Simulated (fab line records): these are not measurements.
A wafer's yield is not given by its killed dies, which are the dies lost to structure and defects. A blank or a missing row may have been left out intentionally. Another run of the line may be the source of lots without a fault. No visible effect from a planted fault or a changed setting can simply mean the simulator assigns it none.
What tool caused it? + flow n5_finfet + 9 lots, 26 wafers sampled, at 6 steps of a route of 1938

WHAT EACH GAUGE READ, for each wafer
N5_BEOL_M4_RC_MEAS_101. Usual: DIBL_N 36.3 mV/V, standard deviation 1.6; DIBL_P 36.2 mV/V, standard deviation 2; IOFF_N 0.160 nA/um, standard deviation 0.028; IOFF_P 0.21 nA/um, standard deviation 0.036; ION_N 677 uA/um, standard deviation 11; ION_P 465 uA/um, standard deviation 6.9; SS_N 71.5 mV/dec, standard deviation 0.55; SS_P 73.3 mV/dec, standard deviation 0.64; VT_N 250 mV, standard deviation 3; VT_P -250 mV, standard deviation 3.5.
| lot  | measured     | on        | DIBL_N (mV/V)  | DIBL_P (mV/V)  | IOFF_N (nA/um)    | IOFF_P (nA/um) | ION_N (uA/um) | ION_P (uA/um) | SS_N (mV/dec)  | SS_P (mV/dec)  | VT_N (mV)   | VT_P (mV)      | flag |
|------|--------------|-----------|----------------|----------------|-------------------|----------------|---------------|---------------|----------------|----------------|-------------|----------------|------|
| L929 | day 8 00:02  | prober-02 | 35.3 36.1 36.5 | 35.1 35.6 36.0 | 0.145 0.159 0.167 | 0.20 0.21 0.22 | 682 679 675   | 464 471 462   | 70.8 70.7 70.7 | 72.4 72.5 72.9 | 250 248 249 | -248 -247 -251 |      |
| L930 | day 8 04:13  | prober-01 | 32.7 35.3      | 32.0 35.6      | 0.112 0.149       | 0.15 0.19      | 668 671       | 454 462       | 70.4 71.5      | 72.0 72.9      | 253 249     | -257 -253      |      |
| L937 | day 10 15:08 | prober-01 | 37.8 38.0 37.6 | 38.9 39.1 38.2 | 0.187 0.190 0.177 | 0.29 0.29 0.27 | 684 688 673   | 478 479 469   | 71.4 72.1 71.1 | 73.6 73.4 73.6 | 246 248 248 | -243 -243 -244 |      |
| L940 | day 11 00:25 | prober-02 | 37.0 35.0 35.2 | 34.4 33.2 32.7 | 0.143 0.127 0.130 | 0.18 0.17 0.16 | 663 668 673   | 460 463 459   | 71.6 70.7 71.0 | 73.0 72.5 72.9 | 253 253 254 | -253 -256 -257 |      |
| L942 | day 11 05:39 | prober-01 | 37.1 36.4 37.3 | 37.1 36.7 37.1 | 0.172 0.171 0.188 | 0.22 0.21 0.21 | 685 678 676   | 467 462 463   | 71.9 72.1 71.7 | 73.7 73.8 73.6 | 251 249 249 | -254 -251 -252 |      |
| L951 | day 13 21:29 | prober-02 | 36.5 35.6 36.0 | 36.4 35.2 35.8 | 0.155 0.144 0.139 | 0.19 0.16 0.17 | 671 678 670   | 453 456 452   | 72.0 71.4 71.6 | 73.5 73.4 73.5 | 250 251 249 | -254 -257 -253 |      |

TOOL THAT RAN EACH LOT (tool first, then ch and the chambers of the sampled wafers, then the start)
| lot  | N5_FIN_SAQP_RECESS_75             | N5_FIN_SAQP_RECESS_63             | N5_FIN_SAQP_ETCH_67               | N5_FIN_SAQP_MANDREL2_REMOVE_60  | N5_FIN_SAQP_HM_OPEN_33            |
|------|-----------------------------------|-----------------------------------|-----------------------------------|---------------------------------|-----------------------------------|
| L929 | vapor_etch-02 ch 0, day 2 06:07   | vapor_etch-02 ch 0, day 2 08:02   | rie_diel-03 ch 1,2, day 2 08:47   | rie_si-02 ch 0,1, day 2 10:02   | rie_diel-03 ch 0,1, day 2 10:12   |
| L930 | vapor_etch-02 ch 0, day 2 10:23   | vapor_etch-01 ch 0,1, day 2 12:20 | rie_diel-03 ch 1,2, day 2 12:58   | rie_si-06 ch 0,3, day 2 13:54   | rie_diel-06 ch 1,3, day 2 14:08   |
| L937 | vapor_etch-01 ch 0,1, day 4 05:01 | vapor_etch-01 ch 0,1, day 4 06:36 | rie_diel-06 ch 0,1,3, day 4 07:01 | rie_si-02 ch 0,2,3, day 4 07:38 | rie_diel-03 ch 0,1,3, day 4 07:50 |
| L940 | vapor_etch-01 ch 0, day 4 23:29   | vapor_etch-01 ch 1, day 5 02:46   | rie_diel-06 ch 0,2, day 5 03:17   | rie_si-04 ch 1,2, day 5 03:57   | rie_diel-06 ch 0,1,2, day 5 04:12 |
| L942 | vapor_etch-01 ch 0,1, day 5 10:19 | vapor_etch-01 ch 0,1, day 5 12:26 | rie_diel-02 ch 1,2, day 5 13:02   | rie_si-06 ch 0,1,2, day 5 14:07 | rie_diel-02 ch 0,1, day 5 14:16   |
| L948 | vapor_etch-01 ch 0,1, day 6 22:11 | vapor_etch-01 ch 0,1, day 7 00:10 | rie_diel-06 ch 0,1,2, day 7 00:40 | rie_si-06 ch 0,1, day 7 01:20   | rie_diel-02 ch 0,1,3, day 7 01:32 |
| L949 | vapor_etch-02 ch 0,1, day 7 04:17 | vapor_etch-01 ch 0,1, day 7 06:11 | rie_diel-03 ch 0,2,3, day 7 06:35 | rie_si-06 ch 0,3, day 7 07:14   | rie_diel-02 ch 0,1,3, day 7 07:24 |
| L950 | vapor_etch-01 ch 1, day 7 10:34   | vapor_etch-01 ch 1, day 7 12:17   | rie_diel-06 ch 1,3, day 7 12:47   | rie_si-04 ch 0,2, day 7 13:37   | rie_diel-03 ch 0,3, day 7 13:46   |
| L951 | vapor_etch-02 ch 0,1, day 7 17:27 | vapor_etch-01 ch 0,1, day 7 19:01 | rie_diel-02 ch 1,2,3, day 7 19:42 | rie_si-02 ch 1,2,3, day 7 20:23 | rie_diel-02 ch 0,2,3, day 7 20:36 |
- N5_FIN_SAQP_RECESS_75: chemistry HF/NH3, target SiO2, target depth 14.4 nm, afs cycles 3, sublimation time 60 s.
- N5_FIN_SAQP_RECESS_63: chemistry HF/NH3, target SiO2, target depth 18 nm, afs cycles 3, sublimation time 60 s.
- N5_FIN_SAQP_ETCH_67: etches SiNx in CH3F/O2, target depth 30 nm.
- N5_FIN_SAQP_MANDREL2_REMOVE_60: chemistry HBr/Cl2/O2, target a-Si, stops on SiNx, bt time 10 s.
- N5_FIN_SAQP_HM_OPEN_33: chemistry CH3F/O2, target SiNx, target depth 49.4 nm, time 70.6 s.

WHAT THE TOOLS THEMSELVES READ (means of the sampled wafers that have a number; where no wafer has one, the mark that the record gives instead)
N5_FIN_SAQP_RECESS_75. Usual: drypump_motor_current_A 5.8 A, standard deviation 0.57; sublimation_temp_c 179.99 C, standard deviation 0.17.
| lot  | tool          | drypump_motor_current_A (A) | sublimation_temp_c (C) | flag |
|------|---------------|-----------------------------|------------------------|------|
| L929 | vapor_etch-02 | 6.2                         | 180.03                 |      |
| L930 | vapor_etch-02 | 6.2                         | 180.04                 |      |
| L937 | vapor_etch-01 | 5.4                         | 179.94                 |      |
| L940 | vapor_etch-01 | 5.0                         | 180.00                 |      |
| L942 | vapor_etch-01 | 5.8                         | 180.03                 |      |
| L948 | vapor_etch-01 | 5.8                         | 180.04                 |      |
| L949 | vapor_etch-02 | 6.2                         | 180.04                 |      |
| L950 | vapor_etch-01 | 6.2                         | 180.08                 |      |
| L951 | vapor_etch-02 | 6.2                         | 180.04                 |      |

N5_FIN_SAQP_RECESS_63. Usual: drypump_motor_current_A 5.7 A, standard deviation 0.6; sublimation_temp_c 179.99 C, standard deviation 0.17.
| lot  | tool          | drypump_motor_current_A (A) | sublimation_temp_c (C) | flag |
|------|---------------|-----------------------------|------------------------|------|
| L929 | vapor_etch-02 | 6.2                         | 180.10                 |      |
| L930 | vapor_etch-01 | 5.6                         | 179.93                 |      |
| L937 | vapor_etch-01 | 5.4                         | 179.98                 |      |
| L940 | vapor_etch-01 | 6.2                         | 180.15                 |      |
| L942 | vapor_etch-01 | 5.4                         | 179.75                 |      |
| L948 | vapor_etch-01 | 5.8                         | 180.13                 |      |
| L949 | vapor_etch-01 | 5.8                         | 180.10                 |      |
| L950 | vapor_etch-01 | 6.2                         | 180.01                 |      |
| L951 | vapor_etch-01 | 5.8                         | 180.02                 |      |

N5_FIN_SAQP_ETCH_67. Usual: CH3F_flow_sccm 30.00 sccm, standard deviation 0.091; O2_flow_sccm 20.00 sccm, standard deviation 0.058; drypump_motor_current_A 5.7 A, standard deviation 0.4; oes_product_au 0.83 a.u., standard deviation 0.098; rf_vpp_V 297 V, standard deviation 7.3; showerhead_plenum_p_Torr 2.02 Torr, standard deviation 0.078; throttle_valve_pct 16.3 %, standard deviation 0.31.
| lot  | tool        | CH3F_flow_sccm (sccm) | O2_flow_sccm (sccm) | drypump_motor_current_A (A) | oes_product_au (a.u.) | rf_vpp_V (V) | showerhead_plenum_p_Torr (Torr) | throttle_valve_pct (%) | flag |
|------|-------------|-----------------------|---------------------|-----------------------------|-----------------------|--------------|---------------------------------|------------------------|------|
| L929 | rie_diel-03 | 30.07                 | 19.90               | 5.6                         | 0.70                  | 285          | 1.88                            | 16.7                   |      |
| L930 | rie_diel-03 | 29.98                 | 19.96               | 5.5                         | 0.70                  | 284          | 1.88                            | 16.6                   |      |
| L937 | rie_diel-06 | 30.04                 | 20.03               | 6.0                         | 0.88                  | 299          | 2.06                            | 16.1                   |      |
| L940 | rie_diel-06 | 30.05                 | 20.01               | 5.5                         | 0.94                  | 300          | 2.07                            | 15.9                   |      |
| L942 | rie_diel-02 | 29.98                 | 19.99               | 5.6                         | 0.70                  | 301          | 2.00                            | 16.5                   |      |
| L948 | rie_diel-06 | -                     | -                   | -                           | -                     | -            | -                               | -                      | OFF  |
| L949 | rie_diel-03 | -                     | -                   | -                           | -                     | -            | -                               | -                      | OFF  |
| L950 | rie_diel-06 | -                     | -                   | -                           | -                     | -            | -                               | -                      | OFF  |
| L951 | rie_diel-02 | 30.03                 | 20.01               | 5.4                         | 0.72                  | 299          | 2.02                            | 16.3                   |      |

N5_FIN_SAQP_MANDREL2_REMOVE_60. Usual: drypump_motor_current_A 5.9 A, standard deviation 0.4; oes_product_au 1.006 a.u., standard deviation 0.019; throttle_valve_pct 36.6 %, standard deviation 0.34.
| lot  | tool      | drypump_motor_current_A (A) | oes_product_au (a.u.) | throttle_valve_pct (%) | flag |
|------|-----------|-----------------------------|-----------------------|------------------------|------|
| L929 | rie_si-02 | 6.2                         | 1.023                 | 36.6                   |      |
| L930 | rie_si-06 | 6.2                         | 0.970                 | 36.6                   |      |
| L937 | rie_si-02 | 5.9                         | 1.013                 | 36.8                   |      |
| L940 | rie_si-04 | 5.7                         | 0.995                 | 36.6                   |      |
| L942 | rie_si-06 | 6.0                         | 0.983                 | 36.5                   |      |
| L948 | rie_si-06 | 6.0                         | 0.973                 | 36.4                   |      |
| L949 | rie_si-06 | 6.2                         | 0.979                 | 36.5                   |      |
| L950 | rie_si-04 | 5.2                         | 1.001                 | 36.2                   |      |
| L951 | rie_si-02 | 5.9                         | 1.022                 | 36.8                   |      |

N5_FIN_SAQP_HM_OPEN_33. Usual: drypump_motor_current_A 5.7 A, standard deviation 0.43; etch_rf_on_time_s 68.8 s, standard deviation 1.6; oes_product_au 0.70 a.u., standard deviation 0.087; rf_vpp_V 297 V, standard deviation 6.9; showerhead_plenum_p_Torr 2.02 Torr, standard deviation 0.073; throttle_valve_pct 16.29 %, standard deviation 0.28.
| lot  | tool        | drypump_motor_current_A (A) | etch_rf_on_time_s (s) | oes_product_au (a.u.) | rf_vpp_V (V) | showerhead_plenum_p_Torr (Torr) | throttle_valve_pct (%) | flag |
|------|-------------|-----------------------------|-----------------------|-----------------------|--------------|---------------------------------|------------------------|------|
| L929 | rie_diel-03 | 6.0                         | 70.0                  | 0.71                  | 291          | 1.99                            | 16.53                  |      |
| L930 | rie_diel-06 | 5.9                         | 66.7                  | 0.75                  | 298          | 2.04                            | 16.12                  |      |
| L937 | rie_diel-03 | 5.8                         | 71.3                  | 0.70                  | 298          | 1.99                            | 16.38                  |      |
| L940 | rie_diel-06 | 5.8                         | 67.7                  | 0.76                  | 300          | 2.04                            | 15.96                  |      |
| L942 | rie_diel-02 | 6.2                         | 68.8                  | 0.78                  | 298          | 2.00                            | 16.42                  |      |
| L948 | rie_diel-02 | 5.7                         | 82.7                  | 0.71                  | 297          | 2.02                            | 16.29                  | OFF  |
| L949 | rie_diel-02 | 5.7                         | 81.7                  | 0.71                  | 297          | 2.02                            | 16.30                  | OFF  |
| L950 | rie_diel-03 | 6.0                         | 83.0                  | 0.71                  | 300          | 2.03                            | 16.47                  | OFF  |
| L951 | rie_diel-02 | 5.6                         | 67.8                  | 0.70                  | 296          | 1.99                            | 16.32                  |      |

THE ANSWER, worked out from the rows above alone
Rule: take the mean of a lot's wafers that have a number; if it is more than 3 standard deviations from the usual mean, the lot is off. A lot without any number at a reading at which 4 lots or more have one is off too. Any other lot the step has rows for is counted as sound. Order of review: gauges by route order, followed by the tools' own readings, for which a lot's mean as printed above is used. The first step at which some lot is off is used, and at that step the reading that is off furthest; a lot without a number counts as furthest.
Off: L948, L949, L950, at N5_FIN_SAQP_ETCH_67 (CH3F_flow_sccm). Without a number there: L948, L949, L950.
If a tool, at that step or one of the process steps before it, ran each lot that is off and ran no sound lot following the first of them, it fits. Of those tried, none fits.

WHAT HAD BEEN PUT IN BY THE SIMULATOR
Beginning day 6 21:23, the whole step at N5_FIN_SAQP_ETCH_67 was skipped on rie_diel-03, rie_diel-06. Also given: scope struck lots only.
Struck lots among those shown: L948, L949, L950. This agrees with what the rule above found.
